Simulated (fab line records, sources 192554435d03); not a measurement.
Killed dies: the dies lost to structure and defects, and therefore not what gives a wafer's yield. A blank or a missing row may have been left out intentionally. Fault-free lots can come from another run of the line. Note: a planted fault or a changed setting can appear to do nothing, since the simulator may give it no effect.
Chamber matching    flow n5_finfet    ald_metal-01 running N5_HKMG_FIN_NWFM_ALD_20: 4 sister chambers
The step deposits TiAlC, target thk 2 nm, pulse time 3 s, purge time 2 s. 8 wafers are shown with their chamber, then 7 later ones without.

== EACH WAFER AND ITS CHAMBER ==
wafer   chamber  heater_power_w (W)  chamber_pressure_Torr (Torr)
L113.4  2        461                 3.006
L125.6  0        370                 2.993
L130.5  0        357                 2.991
L131.1  3        545                 2.997
L131.2  2        462                 2.995
L131.3  1        381                 3.007
L133.1  3        545                 3.014
L133.4  1        383                 3.011

== WAFERS WHOSE CHAMBER IS MISSING ==
wafer   heater_power_w (W)  chamber_pressure_Torr (Torr)
L133.5  553                 3.004
L134.2  378                 3.009
L134.4  365                 3.000
L134.6  557                 3.003
L136.2  367                 2.997
L136.4  549                 3.000
L136.5  547                 2.994

== WHICH CHAMBER EACH WENT THROUGH ==
wafer   from the rows above  in truth
L133.5  3                    3
L134.2  1                    1
L134.4  0                    0
L134.6  3                    3
L136.2  0                    0
L136.4  3                    3
L136.5  3                    3
Placed correctly: 7 of 7. Number that these rows cannot place: 0. Wrongly placed: 0.
How it was worked out, from the rows above alone: a wafer's distance from a chamber is the root of the sum, over the readings, of the square of ((its reading less the chamber's mean) divided by the reading's scatter). The wafer belongs to the nearest chamber; if the next one is less than 2 further off, it can't be placed. For every chamber, the mean is computed from those of its wafers that are shown. How the scatter is found: for the shown wafers, subtract from each reading the mean of its chamber, square and add these, divide the total by (wafers less chambers), then take the root.
